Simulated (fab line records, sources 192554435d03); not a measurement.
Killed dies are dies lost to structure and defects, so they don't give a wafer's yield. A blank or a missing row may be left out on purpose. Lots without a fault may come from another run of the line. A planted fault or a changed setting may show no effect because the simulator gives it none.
Which tool did it? | flow n5_finfet | 22 lots, 66 wafers sampled, at 5 steps of a route of 1938

WHAT THE GAUGES READ, wafer by wafer
N5_GATE_CUT_THK_MEAS_24.
lot  | measured     | on            | GC_FILL_THK (nm)
L075 | day 4 21:38  | film_metro-01 | 220.2 220.6 222.6
L076 | day 5 06:23  | film_metro-02 | 217.8 220.5 220.3
L077 | day 5 11:08  | film_metro-02 | 219.0 221.4 222.7
L078 | day 5 17:13  | film_metro-02 | 220.8 220.2 221.6
L079 | day 5 21:31  | film_metro-02 | 216.9 220.7 217.7
L080 | day 6 06:58  | film_metro-02 | 218.4 223.9 221.6
L082 | day 6 18:13  | film_metro-02 | 218.9 221.7 223.4
L083 | day 7 06:17  | film_metro-01 | 218.7 224.0 223.1
L084 | day 7 08:56  | film_metro-01 | 218.4 219.5 220.8
L085 | day 7 09:28  | film_metro-02 | 222.2 224.7 223.7
L086 | day 7 15:26  | film_metro-02 | 217.3 218.9 221.6
L087 | day 7 23:09  | film_metro-02 | 219.5 219.1 220.0
L088 | day 8 06:59  | film_metro-01 | 219.6 219.2 219.2
L089 | day 8 08:52  | film_metro-01 | 219.6 217.3 216.9
L090 | day 8 21:19  | film_metro-02 | 216.2 218.9 217.5
L091 | day 8 23:22  | film_metro-01 | 219.3 217.3 219.9
L092 | day 9 07:53  | film_metro-01 | 219.2 221.2 221.6
L093 | day 9 10:41  | film_metro-02 | 219.5 219.3 221.6
L094 | day 9 16:31  | film_metro-02 | 218.0 221.2 221.1
L095 | day 9 22:55  | film_metro-02 | 219.7 223.4 220.8
L096 | day 10 03:25 | film_metro-01 | 219.1 222.4 221.3
L097 | day 10 09:25 | film_metro-02 | 218.3 219.2 220.4

N5_MOL_CONTACT_COAG_OVL_MEAS_09.
lot  | measured     | on         | CA_OVL (nm)
L075 | day 4 22:43  | overlay-01 | -0.9 0.1 -0.6
L076 | day 5 07:28  | overlay-02 | -0.6 0.1 -0.2
L077 | day 5 12:28  | overlay-01 | 0.6 0.8 0.1
L078 | day 5 18:18  | overlay-02 | -1.3 -1.0 -0.3
L079 | day 5 22:35  | overlay-01 | -0.5 0.8 0.3
L080 | day 6 08:10  | overlay-02 | -0.1 0.4 1.6
L082 | day 6 22:35  | overlay-02 | 0.0 1.2 0.4
L083 | day 7 07:22  | overlay-02 | 0.0 0.0 0.6
L084 | day 7 10:00  | overlay-02 | 0.0 -0.7 -0.2
L085 | day 7 10:41  | overlay-02 | 1.3 1.2 0.8
L086 | day 7 16:30  | overlay-02 | -0.9 0.4 0.4
L087 | day 8 00:21  | overlay-02 | -0.6 -0.6 1.0
L088 | day 8 08:03  | overlay-02 | 0.0 -0.4 0.9
L089 | day 8 10:03  | overlay-01 | -0.6 1.4 0.0
L090 | day 8 22:26  | overlay-02 | 1.5 0.2 0.1
L091 | day 9 00:34  | overlay-01 | -0.8 0.2 -0.2
L092 | day 9 09:08  | overlay-01 | 0.4 1.7 0.0
L093 | day 9 11:47  | overlay-01 | 0.0 -1.3 0.8
L094 | day 9 17:35  | overlay-02 | -1.3 -0.9 0.0
L095 | day 9 23:59  | overlay-01 | -1.2 -0.3 0.0
L096 | day 10 04:37 | overlay-01 | 0.4 0.2 0.2
L097 | day 10 10:29 | overlay-02 | 0.7 0.2 0.3

WHICH TOOL RAN EACH LOT (tool, then ch and the chambers of the sampled wafers, then the start)
lot  | N5_GATE_CUT_SAC_CAP_01           | N5_GATE_CUT_ETCH_28                | N5_GATE_CUT_ETCH_37
L075 | ald_sin-01 ch 0,1, day 4 15:05   | rie_diel-06 ch 1,2,3, day 4 18:12  | rie_diel-06 ch 1,2,3, day 4 18:15
L076 | ald_sin-01 ch 0,1,2, day 5 00:29 | rie_diel-06 ch 1,2,3, day 5 03:48  | rie_diel-06 ch 1,2,3, day 5 03:50
L077 | ald_sin-03 ch 1,2, day 5 05:19   | rie_diel-05 ch 1,2, day 5 08:32    | rie_diel-05 ch 1,2, day 5 08:35
L078 | ald_sin-01 ch 0,2,3, day 5 11:17 | rie_diel-05 ch 0,1,2, day 5 14:38  | rie_diel-05 ch 0,1,2, day 5 14:41
L079 | ald_sin-01 ch 1,2,3, day 5 15:37 | rie_diel-06 ch 0,1,3, day 5 18:55  | rie_diel-06 ch 0,1,3, day 5 18:58
L080 | ald_sin-01 ch 0,2, day 6 00:43   | rie_diel-01 ch 0,1, day 6 03:57    | rie_diel-01 ch 0,1, day 6 04:01
L082 | ald_sin-03 ch 0,2, day 6 11:31   | rie_diel-06 ch 1,2, day 6 15:36    | rie_diel-06 ch 1,2, day 6 15:38
L083 | ald_sin-03 ch 0,3, day 7 00:23   | rie_diel-01 ch 1,2, day 7 03:36    | rie_diel-01 ch 1,2, day 7 03:39
L084 | ald_sin-04 ch 0,2,3, day 7 03:08 | rie_diel-01 ch 0,2,3, day 7 06:20  | rie_diel-01 ch 0,2,3, day 7 06:23
L085 | ald_sin-01 ch 2,3, day 7 03:40   | rie_diel-01 ch 1,2,3, day 7 06:53  | rie_diel-01 ch 1,2,3, day 7 06:56
L086 | ald_sin-04 ch 0,2,3, day 7 09:44 | rie_diel-06 ch 0,2,3, day 7 12:50  | rie_diel-06 ch 0,2,3, day 7 12:52
L087 | ald_sin-01 ch 0,1,3, day 7 17:28 | rie_diel-05 ch 0,2,3, day 7 20:34  | rie_diel-05 ch 0,2,3, day 7 20:37
L088 | ald_sin-01 ch 1,2,3, day 8 00:52 | rie_diel-06 ch 0,1,3, day 8 04:08  | rie_diel-06 ch 0,1,3, day 8 04:11
L089 | ald_sin-01 ch 0,2,3, day 8 03:02 | rie_diel-06 ch 0,2,3, day 8 06:15  | rie_diel-06 ch 0,2,3, day 8 06:17
L090 | ald_sin-01 ch 1,3, day 8 14:52   | rie_diel-06 ch 0,1,2, day 8 17:57  | rie_diel-06 ch 0,1,2, day 8 18:00
L091 | ald_sin-01 ch 1,3, day 8 17:08   | rie_diel-05 ch 1,2,3, day 8 20:21  | rie_diel-05 ch 1,2,3, day 8 20:23
L092 | ald_sin-01 ch 0,1,3, day 9 02:11 | rie_diel-01 ch 0,1,2, day 9 05:18  | rie_diel-01 ch 0,1,2, day 9 05:20
L093 | ald_sin-01 ch 0,1,3, day 9 05:32 | rie_diel-05 ch 2,3, day 9 07:42    | rie_diel-05 ch 2,3, day 9 07:47
L094 | ald_sin-04 ch 0,1, day 9 10:38   | rie_diel-06 ch 0,1, day 9 13:56    | rie_diel-06 ch 0,1, day 9 13:58
L095 | ald_sin-01 ch 0,1, day 9 17:05   | rie_diel-01 ch 0,1,2, day 9 20:19  | rie_diel-01 ch 0,1,2, day 9 20:22
L096 | ald_sin-03 ch 0,2,3, day 9 21:42 | rie_diel-01 ch 2,3, day 10 00:49   | rie_diel-01 ch 2,3, day 10 00:52
L097 | ald_sin-03 ch 0,2, day 10 03:28  | rie_diel-06 ch 0,1,3, day 10 06:34 | rie_diel-06 ch 0,1,3, day 10 06:37
- N5_GATE_CUT_SAC_CAP_01: material SiNx, target thk 24 nm, pulse time 1 s, ald cycles 480.
- N5_GATE_CUT_ETCH_28: etches underlayer in N2/H2, target depth 13 nm, time 10.4 s.
- N5_GATE_CUT_ETCH_37: etches SOC in N2/H2, target depth 60 nm, overetch 12 nm, time 90 s.

WHAT THE TOOLS THEMSELVES READ (means of the sampled wafers that have a number; where no wafer has one, the mark that the record gives instead)
N5_GATE_CUT_SAC_CAP_01.
lot  | tool       | heater_power_w (W) | precursor_pulse_height_rel
L075 | ald_sin-01 | 758                | 0.983
L076 | ald_sin-01 | 796                | 0.986
L077 | ald_sin-03 | 738                | 1.014
L078 | ald_sin-01 | 859                | 0.997
L079 | ald_sin-01 | 831                | 1.010
L080 | ald_sin-01 | 808                | 0.991
L082 | ald_sin-03 | 793                | 1.018
L083 | ald_sin-03 | 781                | 0.992
L084 | ald_sin-04 | 880                | 1.018
L085 | ald_sin-01 | 869                | 0.990
L086 | ald_sin-04 | 886                | 0.991
L087 | ald_sin-01 | 831                | 0.977
L088 | ald_sin-01 | 834                | 0.998
L089 | ald_sin-01 | 860                | 1.007
L090 | ald_sin-01 | 795                | 0.999
L091 | ald_sin-01 | 798                | 0.995
L092 | ald_sin-01 | 828                | 0.998
L093 | ald_sin-01 | 821                | 0.988
L094 | ald_sin-04 | 816                | 0.996
L095 | ald_sin-01 | 776                | 1.008
L096 | ald_sin-03 | 816                | 0.997
L097 | ald_sin-03 | 802                | 0.981

N5_GATE_CUT_ETCH_28.
lot  | tool        | drypump_motor_current_A (A) | etch_rf_on_time_s (s) | h2_flow_sccm (sccm) | oes_product_au (a.u.) | rf_vpp_V (V) | showerhead_plenum_p_Torr (Torr) | throttle_valve_pct (%)
L075 | rie_diel-06 | 5.7                         | 10.21                 | 200.1               | 0.66                  | 521.6        | 2.47                            | 17.96
L076 | rie_diel-06 | 5.7                         | 10.26                 | 200.1               | 0.66                  | 522.0        | 2.47                            | 17.96
L077 | rie_diel-05 | 6.1                         | 10.19                 | 200.2               | 0.62                  | 521.1        | 2.45                            | 17.50
L078 | rie_diel-05 | 6.2                         | 10.09                 | 200.2               | 0.63                  | 522.1        | 2.45                            | 17.84
L079 | rie_diel-06 | 5.7                         | 10.42                 | 200.1               | 0.64                  | 523.8        | 2.54                            | 18.02
L080 | rie_diel-01 | 6.2                         | 10.58                 | 200.2               | 0.62                  | 522.1        | 2.45                            | 18.04
L082 | rie_diel-06 | 5.5                         | 10.24                 | 200.8               | 0.66                  | 519.3        | 2.40                            | 17.87
L083 | rie_diel-01 | 5.5                         | 10.21                 | 199.6               | 0.75                  | 521.9        | 2.50                            | 17.80
L084 | rie_diel-01 | 5.7                         | 10.24                 | 200.6               | 0.69                  | 523.8        | 2.51                            | 17.93
L085 | rie_diel-01 | 5.6                         | 10.31                 | 199.5               | 0.69                  | 524.2        | 2.54                            | 17.92
L086 | rie_diel-06 | 5.8                         | 10.43                 | 200.6               | 0.65                  | 521.1        | 2.48                            | 18.16
L087 | rie_diel-05 | 6.3                         | 10.27                 | 200.3               | 0.60                  | 522.6        | 2.48                            | 18.01
L088 | rie_diel-06 | 5.7                         | 10.59                 | 199.2               | 0.62                  | 523.5        | 2.53                            | 18.05
L089 | rie_diel-06 | 5.8                         | 10.48                 | 199.9               | 0.65                  | 522.3        | 2.48                            | 18.16
L090 | rie_diel-06 | 5.5                         | 10.37                 | 200.0               | 0.64                  | 521.3        | 2.47                            | 17.96
L091 | rie_diel-05 | 6.1                         | 10.26                 | 200.0               | 0.60                  | 522.5        | 2.52                            | 17.74
L092 | rie_diel-01 | 5.8                         | 10.40                 | 200.2               | 0.67                  | 521.2        | 2.46                            | 17.95
L093 | rie_diel-05 | 6.2                         | 10.33                 | 200.5               | 0.59                  | 523.3        | 2.55                            | 17.90
L094 | rie_diel-06 | 5.4                         | 10.62                 | 200.3               | 0.61                  | 523.3        | 2.52                            | 17.85
L095 | rie_diel-01 | 5.8                         | 10.47                 | 199.7               | 0.66                  | 521.0        | 2.46                            | 17.97
L096 | rie_diel-01 | 5.3                         | 10.03                 | 199.5               | 0.72                  | 523.8        | 2.53                            | 17.84
L097 | rie_diel-06 | 5.7                         | 10.58                 | 200.1               | 0.61                  | 523.0        | 2.53                            | 18.07

N5_GATE_CUT_ETCH_37.
lot  | tool        | drypump_motor_current_A (A) | h2_flow_sccm (sccm) | oes_product_au (a.u.) | rf_vpp_V (V) | showerhead_plenum_p_Torr (Torr) | throttle_valve_pct (%)
L075 | rie_diel-06 | 5.7                         | 200.0               | 0.69                  | 522.8        | 2.47                            | 17.93
L076 | rie_diel-06 | 5.7                         | 199.7               | 0.68                  | 522.2        | 2.47                            | 17.94
L077 | rie_diel-05 | 6.2                         | 199.6               | 0.65                  | 521.3        | 2.45                            | 17.47
L078 | rie_diel-05 | 6.2                         | 199.6               | 0.65                  | 521.0        | 2.45                            | 17.80
L079 | rie_diel-06 | 5.7                         | 200.1               | 0.67                  | 524.2        | 2.54                            | 18.00
L080 | rie_diel-01 | 6.2                         | 199.5               | 0.65                  | 521.3        | 2.45                            | 18.02
L082 | rie_diel-06 | 5.5                         | 200.1               | 0.69                  | 520.1        | 2.40                            | 17.85
L083 | rie_diel-01 | 5.5                         | 200.2               | 0.79                  | 523.5        | 2.50                            | 17.78
L084 | rie_diel-01 | 5.7                         | 200.3               | 0.71                  | 523.0        | 2.51                            | 17.89
L085 | rie_diel-01 | 5.6                         | 200.2               | 0.71                  | 524.4        | 2.54                            | 17.88
L086 | rie_diel-06 | 5.8                         | 199.9               | 0.69                  | 522.7        | 2.48                            | 18.12
L087 | rie_diel-05 | 6.3                         | 199.7               | 0.63                  | 521.6        | 2.48                            | 17.97
L088 | rie_diel-06 | 5.7                         | 200.0               | 0.66                  | 522.5        | 2.53                            | 18.03
L089 | rie_diel-06 | 5.9                         | 199.7               | 0.68                  | 521.7        | 2.48                            | 18.13
L090 | rie_diel-06 | 5.5                         | 199.5               | 0.67                  | 522.0        | 2.47                            | 17.92
L091 | rie_diel-05 | 6.1                         | 199.9               | 0.63                  | 524.4        | 2.52                            | 17.72
L092 | rie_diel-01 | 5.8                         | 199.4               | 0.70                  | 520.7        | 2.46                            | 17.93
L093 | rie_diel-05 | 6.2                         | 200.7               | 0.61                  | 523.7        | 2.56                            | 17.85
L094 | rie_diel-06 | 5.4                         | 200.3               | 0.64                  | 523.1        | 2.52                            | 17.83
L095 | rie_diel-01 | 5.8                         | 200.1               | 0.69                  | 522.8        | 2.46                            | 17.93
L096 | rie_diel-01 | 5.4                         | 200.3               | 0.74                  | 523.8        | 2.53                            | 17.81
L097 | rie_diel-06 | 5.7                         | 199.9               | 0.65                  | 523.0        | 2.53                            | 18.04

THE ANSWER, worked out from the rows above alone
Rule: what is usual is taken from the lots themselves. Put in order of their means at a reading, lots are off if they are a third of the lots or fewer, leave a main group of 4 or more, and stand apart from it by a gap of 3 or more times the standard deviation of the main group's means; of several such gaps the widest counts. A main group whose means are all the same, to the digits that the tables above print for the reading, isn't used. A lot without any number at a reading at which 4 lots or more have one is off too. The other lots that the step has rows for count as sound. The gauges are gone through in route order, then the tools' own readings, and for those a lot's mean is taken as printed above. The first step at which some lot is off is used, and at that step the reading that is off furthest; a lot without a number counts as furthest.
No lot is off at any reading shown: from this, nothing can be told.

WHAT THE SIMULATOR HAD PUT IN
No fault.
